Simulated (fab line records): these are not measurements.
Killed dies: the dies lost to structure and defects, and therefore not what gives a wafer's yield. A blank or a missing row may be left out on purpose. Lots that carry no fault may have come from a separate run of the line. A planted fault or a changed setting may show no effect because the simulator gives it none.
fab line records	flow n5_finfet
[record] lots = 7	wafers = 18	last_day = 19
route steps=1938 shown MOL_CONTACT_COAG@539 PASSIVATION@1936
lots that met no fault: from a run of the same line without faults
start_h: hours from the record's opening day to when the first of the lot's shown wafers began	wait_h: time in hours since the lot's previous step	" as in the row above	L1.1+2: a row that stands for several wafers	- no value, or no start given	* or withheld: withheld	< > ~ a bound
route shown NAME@n: names a module that has steps shown in the file, with the first one's number in the route	usual: average and standard deviation across the fault-free wafers	same: alike in all rows	chamber/n: place in a boat	sites: each site's reading	_std_site: standard deviation of those values	_edge_site: inner sites' mean taken away from outer sites' mean	radius_mm: how far each site lies from the wafer's centre	mask NAME#n: copy n	behind: the tool/chamber that last shaped the wafer	hold: what put the lot on hold/how long, in hours/how the hold closed	device: the transistor (n, p or np) that didn't switch	end of line: the same wafers' tests at the end of the route	a step without rows: its recipe alone	killed: dies that structure and defects cost at the first sort, which is not the same as the wafer's yield	map: a wafer's dies, x killed, . not, _ none there
set.NAME: the setting the step ran with; set.NAME@STEP: the setting that earlier step ran with	model.NAME: the simulator's own value behind a step, which no gauge read
lots at some steps of the route; a table a step, a row a wafer
services: a tool's chamber out of use, with start hour (start_h, from the record's first day; less than 0 if before it), hours out, and reason
[[steps]]
[step N5_MOL_CONTACT_COAG_STRIP_98]
[recipe] chemistry = N2/H2	power_w = 500	temp_c = 40	pressure_mtorr = 50	rf_frequency_hz = 6e+07	overash_fraction = 0.3	bias_power_w = 8	h2_frac = 0.5	n2_flow_sccm = 300	h2_flow_sccm = 300
[step N5_MOL_CONTACT_COAG_CD_MEAS_99]
[recipe] target_cd_nm = 17.2	polarity = opening
[usual] cd_nm = 17.1/0.32
lot.wafer	tool	chamber	start_h	wait_h	cd_nm
L765.1	cd_sem-03	-	97.71	-	17.3
L765.3	"	-	"	"	17.2
L765.5	"	-	"	"	17.1
L766.2	cd_sem-02	-	99.54	-	17.3
L766.3	"	-	"	"	17.0
L766.5	"	-	"	"	17.3
L775.2	cd_sem-02	-	170.16	-	16.8
L775.5	"	-	"	"	17.0
L776.4	cd_sem-01	-	177.38	-	17.1
L776.5	"	-	"	"	16.7
L777.2	cd_sem-01	-	179.29	-	17.7
L777.5	"	-	"	"	17.5
L782.1	cd_sem-01	-	205.99	-	16.7
L782.5	"	-	"	"	17.3
L782.6	"	-	"	"	16.2
L787.3	cd_sem-02	-	228.27	-	17.0
L787.4	"	-	"	"	17.1
L787.5	"	-	"	"	16.8
[step N5_MOL_CONTACT_COAG_IMPLANT_129]
[recipe] species = Ge	energy_kev = 3	dose_cm2 = 6e+14	tilt_deg = 0	rotation_deg = 0
[step N5_MOL_CONTACT_COAG_PRECLEAN_111]
[recipe] chemistry = NF3:NH3	afs_cycles = 1	temp_c = 30	time_s = 20	sublimation_temp_c = 180	sublimation_time_s = 60	pressure_torr = 3	rf_power_w = 30
[step N5_MOL_CONTACT_COAG_TI_SIL_19]
[recipe] material = Ti	target_thk_a = 42	temp_c = 200	chamber_pressure_pa = 5	power_w = 5000	time_s = 15
[usual] throttle_valve_pct = 29.9/1
lot.wafer	tool	chamber	start_h	wait_h	throttle_valve_pct
L765.1	pvd_sputter-01	-	100.27	0.3	29.9
L765.3	"	-	"	"	30.7
L765.5	"	-	"	"	30.5
L766.2	pvd_sputter-01	-	100.81	0.5	29.6
L766.3	"	-	"	"	29.0
L766.5	"	-	"	"	28.9
L775.2	pvd_sputter-01	-	170.62	0.2	29.8
L775.5	"	-	"	"	30.6
L776.4	pvd_sputter-02	-	178.05	0.1	30.4
L776.5	"	-	"	"	30.4
L777.2	pvd_sputter-03	-	179.79	0.2	29.0
L777.5	"	-	"	"	31.0
L782.1	pvd_sputter-01	-	206.83	0.2	29.5
L782.5	"	-	"	"	28.6
L782.6	"	-	"	"	30.7
L787.3	pvd_sputter-03	-	228.77	0.2	28.9
L787.4	"	-	"	"	29.5
L787.5	"	-	"	"	31.2
[step N5_MOL_CONTACT_COAG_ALD_20]
[recipe] material = TiN	target_thk_a = 15	temp_c = 400	ald_precursor_family = TiCl4	ald_co_reactant = NH3	pulse_time_s = 1	purge_time_s = 3	co_reactant_purge_time_s = 2	co_reactant_pulse_time_s = 2	ald_cycles = 68	pressure_torr = 3
[step N5_MOL_CONTACT_COAG_SIL_ANNEAL_21]
[recipe] temp_c = 550	time_s = 60	ambient = N2
[step N5_MOL_CONTACT_COAG_PRE_CLEAN_141]
[recipe] gas = H2/He	time_s = 60	temp_c = 300
[step N5_MOL_CONTACT_COAG_SPUTTER_143]
[recipe] material = Co	target_thk_a = 25	temp_c = 25	chamber_pressure_pa = 0.2
[usual] throttle_valve_pct = 29.8/1.1
lot.wafer	tool	chamber	start_h	wait_h	throttle_valve_pct
L765.1	pvd_sputter-01	-	101.59	0.0	29.5
L765.3	"	-	"	"	28.9
L765.5	"	-	"	"	28.8
L766.2	pvd_sputter-03	-	102.33	0.0	29.8
L766.3	"	-	"	"	30.8
L766.5	"	-	"	"	30.5
L775.2	pvd_sputter-02	-	171.86	0.0	30.0
L775.5	"	-	"	"	27.2
L776.4	pvd_sputter-03	-	179.21	0.0	30.5
L776.5	"	-	"	"	31.2
L777.2	pvd_sputter-03	-	181.89	0.0	30.7
L777.5	"	-	"	"	30.5
L782.1	pvd_sputter-02	-	209.68	0.0	30.2
L782.5	"	-	"	"	30.5
L782.6	"	-	"	"	30.0
L787.3	pvd_sputter-02	-	230.45	0.0	30.4
L787.4	"	-	"	"	27.2
L787.5	"	-	"	"	30.2
[step N5_MOL_CONTACT_COAG_CO_FILL_22]
[recipe] material = Co	target_thk_a = 200	temp_c = 200	precursor = CCTBA/H2	pressure_torr = 30
[usual] heater_power_w = 243/10
lot.wafer	tool	chamber	start_h	wait_h	heater_power_w	since_wet_clean_h
L765.1	cvd_co-02	1	101.71	0.1	244	1081
L765.3	"	2	"	"	232	184
L765.5	"	1	"	"	241	-
L766.2	cvd_co-02	1	102.45	0.1	241	1081
L766.3	"	2	"	"	229	185
L766.5	"	2	"	"	228	-
L775.2	cvd_co-02	2	171.99	0.1	225	254
L775.5	"	1	"	"	238	-
L776.4	cvd_co-02	0	179.63	0.4	254	-
L776.5	"	1	"	"	238	-
L777.2	cvd_co-02	1	182.01	0.1	241	1161
L777.5	"	1	"	"	245	-
L782.1	cvd_co-01	1	209.80	0.1	242	73
L782.5	"	2	"	"	236	-
L782.6	"	0	"	"	253	-
L787.3	cvd_co-02	0	230.57	0.1	260	772
L787.4	"	0	"	"	257	-
L787.5	"	2	"	"	228	-
[step N5_MOL_CONTACT_COAG_ANNEAL_113]
[recipe] temp_c = 400	time_s = 300	ambient = H2/N2
[usual] lamp_power_pct = 2.91/0.053	lamp_zone_5_pct = 2.91/0.053	lamp_zone_6_pct = 2.88/0.052	wafer_temp_C_max = 401.7/0.39
lot.wafer	tool	chamber	start_h	wait_h	lamp_power_pct	lamp_zone_5_pct	lamp_zone_6_pct	wafer_temp_C_max
L765.1	rtp_anneal-01	0	102.33	0.3	2.95	2.96	2.93	402.1
L765.3	"	0	"	"	2.95	2.96	2.92	401.4
L765.5	"	0	"	"	2.95	2.96	2.93	401.8
L766.2	rtp_anneal-02	0	103.21	0.5	2.85	2.85	2.82	401.7
L766.3	"	0	"	"	2.85	2.85	2.82	402.4
L766.5	"	0	"	"	2.85	2.85	2.82	402.2
L775.2	rtp_anneal-02	0	172.86	0.6	2.85	2.85	2.82	401.8
L775.5	"	0	"	"	2.85	2.85	2.82	401.6
L776.4	rtp_anneal-01	0	180.40	0.5	2.96	2.95	2.93	401.8
L776.5	"	0	"	"	2.96	2.95	2.92	401.6
L777.2	rtp_anneal-02	0	182.78	0.5	2.85	2.85	2.83	402.0
L777.5	"	0	"	"	2.85	2.85	2.82	401.5
L782.1	rtp_anneal-01	0	210.48	0.4	2.96	2.95	2.93	401.3
L782.5	"	0	"	"	2.95	2.96	2.93	401.4
L782.6	"	0	"	"	2.96	2.95	2.93	401.0
L787.3	rtp_anneal-02	0	231.53	0.7	2.85	2.85	2.82	402.1
L787.4	"	0	"	"	2.85	2.85	2.83	402.1
L787.5	"	0	"	"	2.85	2.85	2.83	402.0
[step N5_MOL_CONTACT_COAG_PRE_CLEAN_142]
[recipe] gas = H2/He	time_s = 60	temp_c = 300
[usual] heater_power_w = 464/39
lot.wafer	tool	chamber	start_h	wait_h	heater_power_w
L765.1	pvd_sputter-03	-	103.89	1.4	427
L765.3	"	-	"	"	493
L765.5	"	-	"	"	508
L766.2	pvd_sputter-02	-	106.44	3.1	451
L766.3	"	-	"	"	431
L766.5	"	-	"	"	470
L775.2	pvd_sputter-03	-	174.17	1.2	510
L775.5	"	-	"	"	521
L776.4	pvd_sputter-03	-	181.99	1.4	499
L776.5	"	-	"	"	416
L777.2	pvd_sputter-03	-	184.29	1.4	516
L777.5	"	-	"	"	506
L782.1	pvd_sputter-02	-	211.84	1.2	480
L782.5	"	-	"	"	485
L782.6	"	-	"	"	452
L787.3	pvd_sputter-01	-	233.52	1.8	531
L787.4	"	-	"	"	524
L787.5	"	-	"	"	418
[step N5_MOL_CONTACT_COAG_SPUTTER_130]
[recipe] material = Co	target_thk_a = 475	temp_c = 25	chamber_pressure_pa = 0.5	power_w = 3000
[usual] throttle_valve_pct = 29.9/1.1
lot.wafer	tool	chamber	start_h	wait_h	throttle_valve_pct	model.Co_of_MOL_CONTACT_COAG_SPUTTER_130.thk_nm
L765.1	pvd_sputter-03	-	103.95	0.0	29.5	47.6
L765.3	"	-	"	"	30.8	47.8
L765.5	"	-	"	"	29.0	47.6
L766.2	pvd_sputter-02	-	106.50	0.0	30.5	47.8
L766.3	"	-	"	"	29.8	48
L766.5	"	-	"	"	30.5	47.4
L775.2	pvd_sputter-03	-	174.23	0.0	28.8	48.6
L775.5	"	-	"	"	28.7	33
L776.4	pvd_sputter-03	-	182.05	0.0	30.7	48
L776.5	"	-	"	"	29.7	32.4
L777.2	pvd_sputter-03	-	184.35	0.0	29.0	47.6
L777.5	"	-	"	"	30.7	32
L782.1	pvd_sputter-02	-	211.90	0.0	30.4	47.8
L782.5	"	-	"	"	30.1	48
L782.6	"	-	"	"	30.6	48.2
L787.3	pvd_sputter-01	-	233.58	0.0	28.6	48.2
L787.4	"	-	"	"	30.5	48.4
L787.5	"	-	"	"	30.5	48.8
[step N5_MOL_CONTACT_COAG_PRECLEAN_125]
[recipe] chemistry = DIW	time_s = 57.5	temp_c = 23
[step N5_PASSIVATION_PROBE_49]
[usual] killed_at_M0_to_M3 = 37/12	killed_at_M4_up = 15/5.6	killed_at_contacts = 13/6.9	killed_at_front_end = 40/11	killed_at_other = 4/3.2	killed_dies = 109/20	killed_on_rim = 14/4.3	killed_open = 73/15	killed_short = 35/8.3
[same] gross_dies = 1180	killed_at_back_side = 0
lot.wafer	tool	chamber	start_h	wait_h	killed_at_M0_to_M3	killed_at_M4_up	killed_at_contacts	killed_at_front_end	killed_at_other	killed_dies	killed_on_rim	killed_open	killed_short
L775.2	prober-02	-	406.98	0.3	43	6	13	32	9	103	11	65	35
L775.5	prober-02	-	407.13	0.5	32	18	12	31	4	97	15	66	30
L777.2	prober-02	-	426.90	0.1	37	13	13	45	1	109	13	65	41
L777.5	prober-02	-	427.05	0.2	36	18	29	38	0	121	10	95	24
// killed by level:class
L775.2 BEOL_M0_SAQP:geometric_particle:open=18 MOL_CONTACT_COAG:geometric_particle:open=12 BEOL_M0_SAQP:geometric_particle:short=10 FIN_SAQP:geometric_particle:open=7 FIN_SAQP:geometric_particle:short=7 BEOL_M3:geometric_particle:open=5 PAD_METAL:geometric_particle:open=5 PAD_METAL:geometric_particle:short=4
L775.5 STI_FIN_REVEAL:geometric_particle:open=10 MOL_CONTACT_COAG:geometric_particle:open=10 BEOL_M0_SAQP:geometric_particle:short=9 BEOL_M0_SAQP:geometric_particle:open=9 FIN_SAQP:geometric_particle:short=5 BEOL_M3:geometric_particle:open=5 BEOL_M3:geometric_particle:short=4 BEOL_M7:geometric_particle:open=4
L777.2 FIN_SAQP:geometric_particle:short=15 BEOL_M2:geometric_particle:open=14 STI_FIN_REVEAL:geometric_particle:open=10 MOL_CONTACT_COAG:geometric_particle:open=10 BEOL_M0_SAQP:geometric_particle:short=8 BEOL_M0_SAQP:geometric_particle:open=8 FIN_SAQP:geometric_particle:open=4 BEOL_M4:geometric_particle:open=4
L777.5 MOL_CONTACT_COAG:geometric_particle:open=25 BEOL_M2:geometric_particle:open=12 STI_FIN_REVEAL:geometric_particle:open=10 BEOL_M0_SAQP:geometric_particle:open=7 GATE_CUT:geometric_particle:short=6 BEOL_M1:geometric_particle:open=6 BEOL_M4:geometric_particle:open=6 FIN_SAQP:geometric_particle:open=5
[[services]]
tool	chamber	start_h	hours	kind
pvd_sputter-02	-	84.23	21.7	repair
cvd_co-02	-	87.74	6.0	pm
pvd_sputter-01	-	106.85	4.6	repair
cvd_co-01	1	114.67	-	clean
cvd_co-01	1	114.67	22.0	scheduled_down
cvd_co-01	1	114.67	22.0	vent_cycle
pvd_sputter-03	-	118.44	0.6	repair
pvd_sputter-02	-	143.09	2.5	repair
cvd_co-01	0	165.28	16.0	repair
cvd_co-01	-	178.26	0.5	repair
[[key]]
first_sign none at tools or gauges
[model_effect] step = N5_MOL_CONTACT_COAG_SPUTTER_130	value = Co_of_MOL_CONTACT_COAG_SPUTTER_130.thk_nm	without = 48.13	struck = 32.47
met_at N5_MOL_CONTACT_COAG_SPUTTER_130
struck_wafers L775.5,L776.5,L777.5
tester_left_out L775,L776,L777
onset_between 103.95 174.23
[fault] kind = process_parameter_drift	tool = pvd_sputter-03	chamber = -	onset_h = 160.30	steps = N5_MOL_CONTACT_COAG_SPUTTER_130	channel = target_thk_a	offset = *	shape = step	end_h = 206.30	scope = struck_wafers_only	acts_in = *	stated = *
// tester_left_out: of these lots the tester's yield and bins aren't shown, on N5 and GAA mostly nor the transistor test; their killed dies are dies lost to structure and defects alone, not to doping, threshold or leakage, so they don't give the yield
